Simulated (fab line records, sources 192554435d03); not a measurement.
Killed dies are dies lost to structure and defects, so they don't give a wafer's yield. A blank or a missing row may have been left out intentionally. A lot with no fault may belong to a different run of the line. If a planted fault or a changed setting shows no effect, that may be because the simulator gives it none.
fab line records ; flow n5-finfet
[record] lots = 9; wafers = 27; last-day = 17
route steps=1938 shown BEOL_M1@776 BEOL_M4@1111 PASSIVATION@1936
lots that met no fault: taken from a fault-free run of the same line
start-h: hours from the record's opening day to when the first of the lot's shown wafers began ; wait-h: hours elapsed since this lot's preceding step ; " unchanged from the row above ; L1.1+2: one row covering several wafers at once ; - either no value or no given start ; * or withheld: withheld ; < > ~ a bound
route shown NAME@n: NAME is a module with steps in the file, n the number in the route of the first one ; usual: the fault-free wafers' mean and standard deviation ; same: alike in all rows ; chamber/n: place in a boat ; sites: per-site readings ; _std_site: the standard deviation of these ; _edge_site: mean of outer sites minus mean of inner sites ; radius-mm: how far each site lies from the wafer's centre ; mask NAME#n: copy n ; behind: the tool/chamber that last shaped the wafer ; hold: why the lot was held/for how many hours/how that ended ; device: the transistor (n, p or np) that didn't switch ; end of line: at the end of the route, the tests of the same wafers ; where a step has no rows: the recipe by itself ; killed: at the first sort, the dies lost to defects and structure; wafer yield is something else ; map: a wafer's dies, x killed, . not, _ none there
set.NAME: the setting as run; set.NAME@STEP: as run at that earlier step ; model.NAME: the simulator's own value behind a step, which no gauge read
steps of the route over a sample of lots; a table a step, a row a wafer
services: the hour from which a tool's chamber was out of use, counted from the record's first day as start-h (under 0 if before that day), plus the number of hours and why
[[steps]]
[step N5_BEOL_M1_CD_MEAS_18]
[recipe] pitch-nm = 36; target-cd-nm = 18
[usual] cd-nm = 18.0/0.38
lot.wafer;tool;chamber;start-h;wait-h;cd-nm
L451.2;cd-sem-03;-;124.54;0.1;18.3
L451.3;cd-sem-03;-;124.54;0.1;17.7
L451.5;cd-sem-03;-;124.54;0.1;18.9
L453.1;cd-sem-03;-;134.47;0.0;18.7
L453.3;cd-sem-03;-;134.47;0.0;18.6
L453.5;cd-sem-03;-;134.47;0.0;17.8
L454.2;cd-sem-02;-;137.81;0.1;18.1
L454.5;cd-sem-02;-;137.81;0.1;17.8
L454.6;cd-sem-02;-;137.81;0.1;18.3
L466.1;cd-sem-01;-;218.26;0.0;18.3
L466.2;cd-sem-01;-;218.26;0.0;17.5
L466.5;cd-sem-01;-;218.26;0.0;18.0
L465.1;cd-sem-03;-;218.34;0.0;17.7
L465.3;cd-sem-03;-;218.34;0.0;18.1
L465.5;cd-sem-03;-;218.34;0.0;18.2
L467.1;cd-sem-02;-;230.64;0.1;17.6
L467.3;cd-sem-02;-;230.64;0.1;18.2
L467.4;cd-sem-02;-;230.64;0.1;18.0
L468.1;cd-sem-03;-;233.67;0.1;17.5
L468.2;cd-sem-03;-;233.67;0.1;17.9
L468.5;cd-sem-03;-;233.67;0.1;18.1
L469.1;cd-sem-02;-;235.20;0.0;17.1
L469.2;cd-sem-02;-;235.20;0.0;18.0
L469.3;cd-sem-02;-;235.20;0.0;17.9
L472.2;cd-sem-02;-;248.20;0.1;17.9
L472.3;cd-sem-02;-;248.20;0.1;18.0
L472.4;cd-sem-02;-;248.20;0.1;17.9
[step N5_BEOL_M1_TRENCH_ETCH_37]
[recipe] chemistry = C4F6/O2; target-depth-a = 552.07; target = SiOC; time-s = 29; ion-energy-ev = 250; pressure-mtorr = 30; source-w = 355; bias-w = 185; Ar_flow_sccm = 300; C4F6_flow_sccm = 10; O2_flow_sccm = 10
[usual] C4F6_flow_sccm = 10.00/0.032; O2_flow_sccm = 10.004/0.028; drypump-motor-current-A = 5.6/0.44; oes-product-au = 0.78/0.08; rf-fwd-power-W = 350.2/1.4; rf-vpp-V = 668/14; showerhead-plenum-p-Torr = 2.85/0.07; throttle-valve-pct = 20.95/0.19
lot.wafer;tool;chamber;start-h;wait-h;C4F6_flow_sccm;O2_flow_sccm;drypump-motor-current-A;oes-product-au;rf-fwd-power-W;rf-hours-counter-h;rf-vpp-V;showerhead-plenum-p-Torr;throttle-valve-pct
L451.2;rie-diel-05;2;132.99;-;9.96;9.978;5.3;0.73;351.3;163;649;2.84;20.75
L451.3;rie-diel-05;3;132.99;-;9.99;10.007;5.8;0.76;351.8;150;678;2.83;20.86
L451.5;rie-diel-05;0;132.99;-;10.02;10.008;5.8;0.73;348.8;-;673;2.94;20.94
L453.1;rie-diel-04;3;136.77;-;10.04;9.987;4.9;0.69;352.3;225;650;2.82;21.05
L453.3;rie-diel-04;0;136.77;-;9.98;9.972;6.1;0.75;350.3;175;678;2.85;20.96
L453.5;rie-diel-04;3;136.77;-;9.97;10.030;4.9;0.68;351.1;-;649;2.82;21.05
L454.2;rie-diel-03;1;138.76;-;10.04;10.015;5.1;0.77;351.7;140;679;2.85;20.87
L454.5;rie-diel-03;0;138.76;-;9.98;10.007;5.5;0.87;348.9;-;661;2.78;20.81
L454.6;rie-diel-03;3;138.76;-;10.00;10.020;5.6;0.77;346.3;-;690;2.96;21.19
L466.1;rie-diel-05;1;219.52;-;-;-;-;-;-;-;-;-;-
L466.2;rie-diel-05;0;219.52;-;-;-;-;-;-;-;-;-;-
L466.5;rie-diel-05;2;219.52;-;-;-;-;-;-;-;-;-;-
L465.1;rie-diel-03;0;219.61;-;-;-;-;-;-;-;-;-;-
L465.3;rie-diel-03;3;219.61;-;-;-;-;-;-;-;-;-;-
L465.5;rie-diel-03;0;219.61;-;-;-;-;-;-;-;-;-;-
L467.1;rie-diel-03;3;233.74;-;10.00;9.951;5.6;0.75;348.4;175;691;2.95;21.23
L467.3;rie-diel-03;2;233.74;-;9.97;10.005;5.1;0.96;351.1;8;669;2.92;20.55
L467.4;rie-diel-03;0;233.74;-;10.00;10.000;5.5;0.83;349.4;72;664;2.77;20.85
L468.1;rie-diel-03;3;239.10;-;9.99;10.003;5.6;0.75;349.8;176;689;2.95;21.23
L468.2;rie-diel-03;0;239.10;-;9.99;10.015;5.5;0.84;349.5;73;661;2.77;20.86
L468.5;rie-diel-03;2;239.10;-;10.01;9.992;5.1;0.95;350.2;-;670;2.92;20.53
L469.1;rie-diel-03;0;239.79;-;10.00;10.015;5.5;0.84;349.7;74;661;2.77;20.87
L469.2;rie-diel-03;2;239.79;-;9.97;10.017;5.1;0.95;350.8;10;669;2.92;20.53
L469.3;rie-diel-03;3;239.79;-;9.92;9.989;5.6;0.75;348.0;177;689;2.95;21.24
L472.2;rie-diel-03;3;250.72;-;10.01;9.994;5.6;0.75;350.1;181;689;2.95;21.24
L472.3;rie-diel-03;0;250.72;-;10.04;10.002;5.5;0.83;351.3;78;662;2.77;20.86
L472.4;rie-diel-03;1;250.72;-;9.97;10.048;5.1;0.74;354.2;171;678;2.84;20.90
[step N5_BEOL_M1_OCD_MEAS_38]
[usual] trench-depth-nm = 55.5/1.2
lot.wafer;tool;chamber;start-h;wait-h;trench-depth-nm
L451.2;ocd-02;-;133.15;-;54.3
L451.3;ocd-02;-;133.15;-;54.9
L451.5;ocd-02;-;133.15;-;54.9
L453.1;ocd-01;-;136.93;-;54.4
L453.3;ocd-01;-;136.93;-;56.4
L453.5;ocd-01;-;136.93;-;54.3
L454.2;ocd-01;-;138.92;-;55.6
L454.5;ocd-01;-;138.92;-;54.6
L454.6;ocd-01;-;138.92;-;56.3
L466.1;ocd-02;-;219.67;-;0
L466.2;ocd-02;-;219.67;-;0.2
L466.5;ocd-02;-;219.67;-;0.0
L465.1;ocd-01;-;219.77;-;0.1
L465.3;ocd-01;-;219.77;-;0.1
L465.5;ocd-01;-;219.77;-;0
L467.1;ocd-02;-;233.89;-;56.5
L467.3;ocd-02;-;233.89;-;57.0
L467.4;ocd-02;-;233.89;-;54.8
L468.1;ocd-01;-;239.26;-;57.4
L468.2;ocd-01;-;239.26;-;54.6
L468.5;ocd-01;-;239.26;-;56.0
L469.1;ocd-01;-;239.94;-;55.1
L469.2;ocd-01;-;239.94;-;56.8
L469.3;ocd-01;-;239.94;-;57.3
L472.2;ocd-02;-;250.88;-;56.6
L472.3;ocd-02;-;250.88;-;55.0
L472.4;ocd-02;-;250.88;-;54.4
[step N5_BEOL_M1_DEGAS_44]
[recipe] ambient = vacuum; temp-c = 250; time-s = 60
[usual] heater-power-w = 320/38
lot.wafer;tool;chamber;start-h;wait-h;heater-power-w
L451.2;pvd-sputter-01;-;133.40;0.1;288
L451.3;pvd-sputter-01;-;133.40;0.1;293
L451.5;pvd-sputter-01;-;133.40;0.1;289
L453.1;pvd-sputter-02;-;137.46;0.4;298
L453.3;pvd-sputter-02;-;137.46;0.4;326
L453.5;pvd-sputter-02;-;137.46;0.4;350
L454.2;pvd-sputter-01;-;139.15;0.1;359
L454.5;pvd-sputter-01;-;139.15;0.1;293
L454.6;pvd-sputter-01;-;139.15;0.1;280
L466.1;pvd-sputter-03;-;220.07;0.2;322
L466.2;pvd-sputter-03;-;220.07;0.2;286
L466.5;pvd-sputter-03;-;220.07;0.2;289
L465.1;pvd-sputter-03;-;220.15;0.1;296
L465.3;pvd-sputter-03;-;220.15;0.1;285
L465.5;pvd-sputter-03;-;220.15;0.1;290
L467.1;pvd-sputter-01;-;234.49;0.4;287
L467.3;pvd-sputter-01;-;234.49;0.4;358
L467.4;pvd-sputter-01;-;234.49;0.4;354
L468.1;pvd-sputter-01;-;239.62;0.2;293
L468.2;pvd-sputter-01;-;239.62;0.2;355
L468.5;pvd-sputter-01;-;239.62;0.2;285
L469.1;pvd-sputter-01;-;240.16;0.1;289
L469.2;pvd-sputter-01;-;240.16;0.1;355
L469.3;pvd-sputter-01;-;240.16;0.1;347
L472.2;pvd-sputter-01;-;251.69;0.7;356
L472.3;pvd-sputter-01;-;251.69;0.7;364
L472.4;pvd-sputter-01;-;251.69;0.7;284
[step N5_BEOL_M1_SURFACE_TREAT_85]
[recipe] gas = Ar; time-s = *; ion-energy-ev = *; ion-current-ma-cm2 = 0.5; pressure-mtorr = *; ar-flow-sccm = 30
[usual] throttle-valve-pct = *
lot.wafer;tool;chamber;start-h;wait-h;throttle-valve-pct
L451.2;pvd-sputter-01;-;133.74;0.1;*
L451.3;pvd-sputter-01;-;133.74;0.1;*
L451.5;pvd-sputter-01;-;133.74;0.1;*
L453.1;pvd-sputter-02;-;137.79;0.1;*
L453.3;pvd-sputter-02;-;137.79;0.1;*
L453.5;pvd-sputter-02;-;137.79;0.1;*
L454.2;pvd-sputter-01;-;139.59;0.2;*
L454.5;pvd-sputter-01;-;139.59;0.2;*
L454.6;pvd-sputter-01;-;139.59;0.2;*
L466.1;pvd-sputter-02;-;220.62;0.2;*
L466.2;pvd-sputter-02;-;220.62;0.2;*
L466.5;pvd-sputter-02;-;220.62;0.2;*
L465.1;pvd-sputter-02;-;220.66;0.3;*
L465.3;pvd-sputter-02;-;220.66;0.3;*
L465.5;pvd-sputter-02;-;220.66;0.3;*
L467.1;pvd-sputter-03;-;234.82;0.1;*
L467.3;pvd-sputter-03;-;234.82;0.1;*
L467.4;pvd-sputter-03;-;234.82;0.1;*
L468.1;pvd-sputter-01;-;239.96;0.1;*
L468.2;pvd-sputter-01;-;239.96;0.1;*
L468.5;pvd-sputter-01;-;239.96;0.1;*
L469.1;pvd-sputter-03;-;241.14;0.8;*
L469.2;pvd-sputter-03;-;241.14;0.8;*
L469.3;pvd-sputter-03;-;241.14;0.8;*
L472.2;pvd-sputter-01;-;252.03;0.1;*
L472.3;pvd-sputter-01;-;252.03;0.1;*
L472.4;pvd-sputter-01;-;252.03;0.1;*
[step N5_BEOL_M4_RC_MEAS_101]
[usual] DIBL_N = 36.2/1.6; DIBL_P = 36.1/2; IOFF_N = 0.16/0.032; IOFF_P = 0.22/0.036; ION_N = 672/11; ION_P = 463/7.5; SS_N = 71.4/0.58; SS_P = 73.2/0.67; VT_N = 250/3.3; VT_P = -250/3.3
lot.wafer;tool;chamber;start-h;wait-h;DIBL_N[mV/V];DIBL_P[mV/V];IOFF_N[nA/um];IOFF_P[nA/um];ION_N[uA/um];ION_P[uA/um];SS_N[mV/dec];SS_P[mV/dec];VT_N[mV];VT_P[mV]
L451.2;prober-02;0;172.98;0.2;36.6;37.3;0.13;0.17;652;446;71.1;72.5;254;-257
L451.3;prober-02;0;172.98;0.2;37.2;38.7;0.17;0.19;679;456;72.3;74.0;247;-251
L451.5;prober-02;0;172.98;0.2;34.5;35.6;0.12;0.15;660;444;70.7;72.3;255;-256
L453.1;prober-02;0;179.65;0.0;35.8;36.9;0.15;0.22;678;470;71.6;73.6;248;-250
L453.3;prober-02;0;179.65;0.0;35.9;35.7;0.15;0.19;664;457;71.4;72.8;249;-252
L453.5;prober-02;0;179.65;0.0;38.0;39.7;0.19;0.27;675;469;72.2;74.3;249;-249
L454.2;prober-02;0;181.64;0.2;36.3;35.6;0.16;0.23;683;474;71.8;73.3;247;-250
L454.5;prober-02;0;181.64;0.2;37.3;37.0;0.18;0.25;680;465;71.7;73.5;247;-246
L454.6;prober-02;0;181.64;0.2;37.1;36.1;0.16;0.22;680;472;71.6;73.8;248;-250
L468.1;prober-02;0;273.13;0.0;34.6;34.6;0.12;0.18;661;458;71.6;72.5;254;-253
L468.2;prober-02;0;273.13;0.0;35.1;35.6;0.13;0.19;667;461;71.1;72.6;254;-250
L468.5;prober-02;0;273.13;0.0;36.8;38.2;0.15;0.23;679;470;72.1;73.9;251;-250
L467.1;prober-02;0;276.46;0.0;34.2;33.8;0.13;0.18;647;455;70.6;72.7;253;-253
L467.3;prober-02;0;276.46;0.0;33.3;32.6;0.13;0.17;657;459;70.6;72.4;251;-251
L467.4;prober-02;0;276.46;0.0;36.3;36.6;0.17;0.23;665;457;72.2;73.4;248;-250
L469.1;prober-02;0;286.14;0.0;34.9;35.6;0.14;0.23;668;463;71.3;73.1;253;-246
L469.2;prober-02;0;286.14;0.0;32.7;32.1;0.12;0.18;677;467;70.6;72.5;251;-248
L469.3;prober-02;0;286.14;0.0;37.0;37.2;0.19;0.27;681;472;71.7;73.3;245;-244
L472.2;prober-02;0;294.98;0.2;33.0;30.8;0.11;0.15;649;449;71.1;72.6;257;-254
L472.3;prober-02;0;294.98;0.2;38.4;38.8;0.20;0.27;676;463;71.9;74.0;248;-244
L472.4;prober-02;0;294.98;0.2;35.4;34.2;0.13;0.19;670;463;71.2;72.6;251;-249
[step N5_PASSIVATION_PROBE_49]
[usual] defect-limited-yield = 91.4/1.3; killed_at_M0_to_M3 = 34/10; killed_at_M4_up = 14/5.6; killed-at-contacts = 13/5.9; killed-at-front-end = 37/9.9; killed-at-other = 3.5/2.8; killed-dies = 101/15; killed-on-rim = 13/3.9; killed-open = 67/12; killed-short = 32/6.6; sort_bin_5_function = 5.0/0.81; sort_bin_6_memory = 3.2/0.66; sort_bin_8_speed = 0.00/0.007; sort-n-pass = 1079/15; sort-yield-pct = 91.4/1.3
[same] gross-dies = 1180; killed-at-back-side = 0; sort_bin_4_leakage[%] = 0
lot.wafer;tool;chamber;start-h;wait-h;defect-limited-yield[%];killed_at_M0_to_M3;killed_at_M4_up;killed-at-contacts;killed-at-front-end;killed-at-other;killed-dies;killed-on-rim;killed-open;killed-short;sort_bin_5_function[%];sort_bin_6_memory[%];sort_bin_8_speed[%];sort-n-pass;sort-yield-pct[%]
L453.1;prober-01;-;287.90;0.0;92.3;24;15;14;30;8;91;9;56;34;4.7;2.6;0;1089;92.3
L453.3;prober-01;-;288.00;0.1;89.7;46;12;32;30;2;122;20;87;35;4.9;4.7;0;1058;89.7
L453.5;prober-01;-;288.10;0.2;91.5;31;11;22;30;6;100;11;71;28;5.5;2.7;0;1080;91.5
L454.2;prober-02;-;288.47;0.1;92.5;39;12;8;26;3;88;16;59;28;4.0;3.2;0;1092;92.5
L454.5;prober-02;-;288.62;0.2;92.6;33;22;4;26;2;87;13;61;23;4.4;2.5;0;1093;92.6
L454.6;prober-02;-;288.67;0.3;92.4;34;14;8;30;4;90;16;55;34;4.3;3.2;0;1090;92.4
L466.1;prober-01;-;371.93;0.0;0;1106;14;9;51;0;1180;152;73;24;97.2;2.5;0;0;0
L466.2;prober-01;-;371.98;0.1;0;1117;21;8;34;0;1180;152;64;32;96.4;3.4;0;0;0
L466.5;prober-01;-;372.13;0.2;0;1089;20;21;45;5;1180;152;96;50;94.7;4.5;0;0;0
L468.1;prober-02;-;376.29;0.0;89.7;34;29;13;44;1;121;10;86;33;6.6;3.6;0;1059;89.7
L468.2;prober-02;-;376.34;0.1;91.4;34;13;18;31;6;102;10;65;36;4.7;3.7;0;1078;91.4
L468.5;prober-02;-;376.49;0.2;91.5;36;14;18;32;0;100;22;64;34;5.7;2.5;0;1080;91.5
L467.1;prober-01;-;376.57;0.0;89.5;32;13;18;57;4;124;12;75;48;6.4;3.6;0;1056;89.5
L467.3;prober-01;-;376.67;0.1;91.9;53;6;11;26;0;96;15;69;27;4.1;4.0;0;1084;91.9
L467.4;prober-01;-;376.72;0.2;89.8;53;10;15;42;0;120;16;84;36;5.8;3.9;0;1060;89.8
L469.1;prober-01;-;395.85;0.0;93.6;26;12;4;25;9;76;16;45;29;4.0;2.0;0;1104;93.6
L469.2;prober-01;-;395.90;0.1;92.2;37;14;5;32;4;92;4;60;32;4.8;2.9;0;1088;92.2
L469.3;prober-01;-;395.95;0.1;91.2;40;4;17;39;4;104;14;58;45;5.2;3.5;0;1076;91.2
L465.1;prober-02;-;396.56;0.0;0;1111;9;14;39;7;1180;152;69;29;96.6;3.1;0;0;0
L465.3;prober-02;-;396.66;0.1;0;1119;9;18;33;1;1180;152;59;20;97.0;2.8;0;0;0
L465.5;prober-02;-;396.76;0.2;0;1097;18;10;42;13;1180;152;94;40;94.9;4.7;0;0;0
L472.2;prober-01;-;397.32;0.1;90.0;52;27;4;29;6;118;10;86;31;5.5;4.4;0;1062;90.0
L472.3;prober-01;-;397.37;0.1;92.5;32;13;13;28;3;89;14;50;39;4.6;2.5;0;1091;92.5
L472.4;prober-01;-;397.42;0.2;91.1;50;13;6;33;3;105;10;76;29;5.4;3.3;0;1075;91.1
// killed by level:class
L453.1 MOL_CONTACT_COAG:geometric-particle:open=11 BEOL_M0_SAQP:geometric-particle:open=9 STARTING-WAFER:geometric-particle:short=6 BEOL_M0_SAQP:geometric-particle:short=5 BEOL_M3:geometric-particle:open=5 DUMMY_GATE:geometric-particle:open=4 BEOL_M6:geometric-particle:open=4 PASS1_CAP:geometric-particle:short=4
L453.3 MOL_CONTACT_COAG:geometric-particle:open=24 BEOL_M3:geometric-particle:open=14 FIN_SAQP:geometric-particle:short=10 BEOL_M0_SAQP:geometric-particle:open=10 MOL_CONTACT_COAG:geometric-particle:short=8 BEOL_M2:geometric-particle:open=8 GATE_CUT:geometric-particle:open=5 BEOL_M0_SAQP:geometric-particle:short=5
L453.5 MOL_CONTACT_COAG:geometric-particle:open=18 BEOL_M2:geometric-particle:open=11 BEOL_M3:geometric-particle:open=7 BEOL_M0_SAQP:geometric-particle:open=6 BEOL_M0_SAQP:geometric-particle:short=5 FIN_SAQP:geometric-particle:open=4 FIN_SAQP:geometric-particle:short=4 STI_FIN_REVEAL:geometric-particle:short=4
L454.2 BEOL_M2:geometric-particle:open=9 STI_FIN_REVEAL:geometric-particle:open=8 MOL_CONTACT_COAG:geometric-particle:open=8 BEOL_M0_SAQP:geometric-particle:open=6 GATE_CUT:geometric-particle:short=5 BEOL_M0_SAQP:geometric-particle:short=5 BEOL_M0:geometric-particle:open=5 BEOL_M1:geometric-particle:open=4
L454.5 BEOL_M2:geometric-particle:open=12 BEOL_M4:geometric-particle:open=10 GATE_CUT:geometric-particle:short=6 BEOL_M0_SAQP:geometric-particle:open=6 STI_FIN_REVEAL:geometric-particle:open=4 BEOL_M1:geometric-particle:open=4 FIN_SAQP:geometric-particle:open=3 GATE_CUT:geometric-particle:open=3
L454.6 MOL_CONTACT_COAG:geometric-particle:open=7 FIN_SAQP:geometric-particle:short=6 BEOL_M0_SAQP:geometric-particle:short=6 STI_FIN_REVEAL:geometric-particle:open=5 BEOL_M0_SAQP:geometric-particle:open=5 BEOL_M2:geometric-particle:open=5 BEOL_M4:geometric-particle:open=5 BEOL_M1:geometric-particle:short=4
L466.1 BEOL_M1:area-etch=1083 STI_FIN_REVEAL:geometric-particle:open=24 FIN_SAQP:geometric-particle:open=7 BEOL_M0_SAQP:geometric-particle:open=6 BEOL_M4:geometric-particle:open=6 STI_FIN_REVEAL:geometric-particle:short=5 MOL_CONTACT_COAG:geometric-particle:open=5 BEOL_M3:geometric-particle:open=4
L466.2 BEOL_M1:area-etch=1084 STI_FIN_REVEAL:geometric-particle:open=11 BEOL_M0_SAQP:geometric-particle:short=11 BEOL_M4:geometric-particle:open=7 MOL_CONTACT_COAG:geometric-particle:open=6 BEOL_M2:geometric-particle:open=6 BEOL_M3:geometric-particle:short=5 BEOL_M8:geometric-particle:open=5
L466.5 BEOL_M1:area-etch=1034 MOL_CONTACT_COAG:geometric-particle:open=18 STI_FIN_REVEAL:geometric-particle:open=12 BEOL_M1:geometric-particle:open=12 BEOL_M0_SAQP:geometric-particle:short=11 BEOL_M0_SAQP:geometric-particle:open=11 BEOL_M4:geometric-particle:open=9 BEOL_M3:geometric-particle:open=7
L468.1 BEOL_M4:geometric-particle:open=14 FIN_SAQP:geometric-particle:open=11 STI_FIN_REVEAL:geometric-particle:open=9 BEOL_M0_SAQP:geometric-particle:open=9 FIN_SAQP:geometric-particle:short=8 MOL_CONTACT_COAG:geometric-particle:open=8 BEOL_M3:geometric-particle:open=8 BEOL_M2:geometric-particle:open=7
L468.2 MOL_CONTACT_COAG:geometric-particle:open=16 BEOL_M1:geometric-particle:open=10 GATE_CUT:geometric-particle:short=6 BEOL_M0_SAQP:geometric-particle:open=5 BEOL_M2:geometric-particle:open=5 BEOL_M4:geometric-particle:open=5 FIN_SAQP:geometric-particle:short=4 BEOL_M3:geometric-particle:short=4
L468.5 MOL_CONTACT_COAG:geometric-particle:open=13 BEOL_M1:geometric-particle:open=7 BEOL_M2:geometric-particle:open=7 BEOL_M3:geometric-particle:open=7 STI_FIN_REVEAL:geometric-particle:open=6 GATE_CUT:geometric-particle:short=6 BEOL_M0_SAQP:geometric-particle:short=5 STARTING-WAFER:geometric-particle:short=5
L467.1 STI_FIN_REVEAL:geometric-particle:open=17 MOL_CONTACT_COAG:geometric-particle:open=11 FIN_SAQP:geometric-particle:short=7 GATE_CUT:geometric-particle:short=7 MOL_CONTACT_COAG:geometric-particle:short=7 BEOL_M0_SAQP:geometric-particle:short=6 BEOL_M0_SAQP:geometric-particle:open=6 FIN_SAQP:geometric-particle:open=5
L467.3 BEOL_M0_SAQP:geometric-particle:open=12 MOL_CONTACT_COAG:geometric-particle:open=11 BEOL_M0_SAQP:geometric-particle:short=10 BEOL_M1:geometric-particle:open=8 BEOL_M3:geometric-particle:open=8 FIN_SAQP:geometric-particle:open=6 BEOL_M2:geometric-particle:open=6 STI_FIN_REVEAL:geometric-particle:open=4
L467.4 MOL_CONTACT_COAG:geometric-particle:open=14 BEOL_M0_SAQP:geometric-particle:short=14 BEOL_M0_SAQP:geometric-particle:open=13 STI_FIN_REVEAL:geometric-particle:open=12 FIN_SAQP:geometric-particle:open=7 BEOL_M1:geometric-particle:open=7 GATE_CUT:geometric-particle:short=6 BEOL_M2:geometric-particle:open=6
L469.1 BEOL_M0_SAQP:geometric-particle:short=8 BEOL_M2:geometric-particle:open=8 BEOL_M4:geometric-particle:open=5 FIN_SAQP:geometric-particle:open=4 STI_FIN_REVEAL:geometric-particle:open=3 DUMMY_GATE:geometric-particle:open=3 GATE_CUT:geometric-particle:short=3 GATE_CUT:geometric-particle:open=3
L469.2 BEOL_M0_SAQP:geometric-particle:short=15 FIN_SAQP:geometric-particle:open=10 BEOL_M2:geometric-particle:open=9 BEOL_M4:geometric-particle:open=9 FIN_SAQP:geometric-particle:short=7 STI_FIN_REVEAL:geometric-particle:open=7 BEOL_M0_SAQP:geometric-particle:open=7 MOL_CONTACT_COAG:geometric-particle:open=4
L469.3 BEOL_M0_SAQP:geometric-particle:short=18 MOL_CONTACT_COAG:geometric-particle:open=15 BEOL_M0_SAQP:geometric-particle:open=10 STI_FIN_REVEAL:geometric-particle:open=6 DUMMY_GATE:geometric-particle:open=6 GATE_CUT:geometric-particle:short=6 FIN_SAQP:geometric-particle:short=5 BEOL_M1:geometric-particle:open=4
L465.1 BEOL_M1:area-etch=1081 STI_FIN_REVEAL:geometric-particle:open=12 MOL_CONTACT_COAG:geometric-particle:open=12 BEOL_M0_SAQP:geometric-particle:open=10 BEOL_M0_SAQP:geometric-particle:short=7 FIN_SAQP:geometric-particle:open=4 BEOL_M1:geometric-particle:open=4 BEOL_M2:geometric-particle:open=4
L465.3 BEOL_M1:area-etch=1099 MOL_CONTACT_COAG:geometric-particle:open=16 STI_FIN_REVEAL:geometric-particle:open=12 BEOL_M1:geometric-particle:open=8 FIN_SAQP:geometric-particle:open=6 STI_FIN_REVEAL:geometric-particle:short=4 BEOL_M0_SAQP:geometric-particle:open=3 BEOL_M0_SAQP:geometric-particle:short=3
L465.5 BEOL_M1:area-etch=1046 STI_FIN_REVEAL:geometric-particle:open=15 BEOL_M0_SAQP:geometric-particle:open=11 BEOL_M0_SAQP:geometric-particle:short=10 BEOL_M1:geometric-particle:open=9 MOL_CONTACT_COAG:geometric-particle:open=9 BEOL_M4:geometric-particle:open=9 BEOL_M2:geometric-particle:open=8
L472.2 BEOL_M0_SAQP:geometric-particle:open=14 BEOL_M4:geometric-particle:open=13 BEOL_M0_SAQP:geometric-particle:short=10 BEOL_M0:geometric-particle:open=9 BEOL_M3:geometric-particle:open=9 FIN_SAQP:geometric-particle:open=5 STI_FIN_REVEAL:geometric-particle:open=5 GATE_CUT:geometric-particle:short=4
L472.3 GATE_CUT:geometric-particle:short=9 BEOL_M0_SAQP:geometric-particle:short=8 BEOL_M4:geometric-particle:open=8 MOL_CONTACT_COAG:geometric-particle:open=7 MOL_CONTACT_COAG:geometric-particle:short=6 BEOL_M2:geometric-particle:open=5 BEOL_M0_SAQP:geometric-particle:open=4 BEOL_M1:geometric-particle:short=4
L472.4 BEOL_M3:geometric-particle:open=11 BEOL_M0_SAQP:geometric-particle:open=10 BEOL_M0_SAQP:geometric-particle:short=8 BEOL_M4:geometric-particle:open=8 BEOL_M2:geometric-particle:open=8 FIN_SAQP:geometric-particle:open=7 STI_FIN_REVEAL:geometric-particle:open=5 GATE_CUT:geometric-particle:short=5
[[services]]
tool;chamber;start-h;hours;kind
rie-diel-04;-;118.88;14.6;pm
pvd-sputter-02;-;157.68;14.3;repair
rie-diel-04;3;164.80;1.4;repair
rie-diel-03;2;186.93;-;clean
rie-diel-03;2;186.93;-;consumable-replace:focus-ring
rie-diel-03;2;186.93;16.4;scheduled-down
rie-diel-03;2;186.93;16.4;vent-cycle
rie-diel-03;1;194.09;2.4;repair
pvd-sputter-02;-;207.32;1.6;repair
rie-diel-04;3;230.43;-;clean
rie-diel-04;3;230.43;-;consumable-replace:focus-ring
rie-diel-04;3;230.43;24.4;scheduled-down
rie-diel-04;3;230.43;24.4;vent-cycle
rie-diel-03;1;238.76;4.5;repair
[[key]]
[first-sign] step = N5_BEOL_M1_TRENCH_ETCH_37; reading = tool-record; direction = missing
[effect] step = N5_BEOL_M1_OCD_MEAS_38; reading = trench-depth-nm; direction = down; sigmas = 47; usual = 55.5; struck = 0.1
[effect] step = N5_PASSIVATION_PROBE_49; reading = sort_bin_5_function; direction = up; sigmas = 99+; usual = 5.0; struck = 96.2
[more-kills-born-at] N5_BEOL_M1_TRENCH_ETCH_37@rie-diel-03 = 3226; N5_BEOL_M1_TRENCH_ETCH_37@rie-diel-05 = 3201
met-at N5_BEOL_M1_TRENCH_ETCH_37
struck-lots L465,L466
later-rows-left-out L465.1,L465.3,L465.5,L466.1,L466.2,L466.5
not-acting-at N5_BEOL_M1_CD_MEAS_18,N5_BEOL_M1_DEGAS_44,N5_BEOL_M1_SURFACE_TREAT_85
onset-between 138.76 219.52
[fault] kind = skipped-step-whole; tool = rie-diel-03,rie-diel-05; chamber = -; onset-h = 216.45; steps = N5_BEOL_M1_TRENCH_ETCH_37; scope = struck-lots-only
// later-rows-left-out: the simulator's readings of these wafers behind a module that went badly wrong aren't trusted and aren't shown, but for the sort
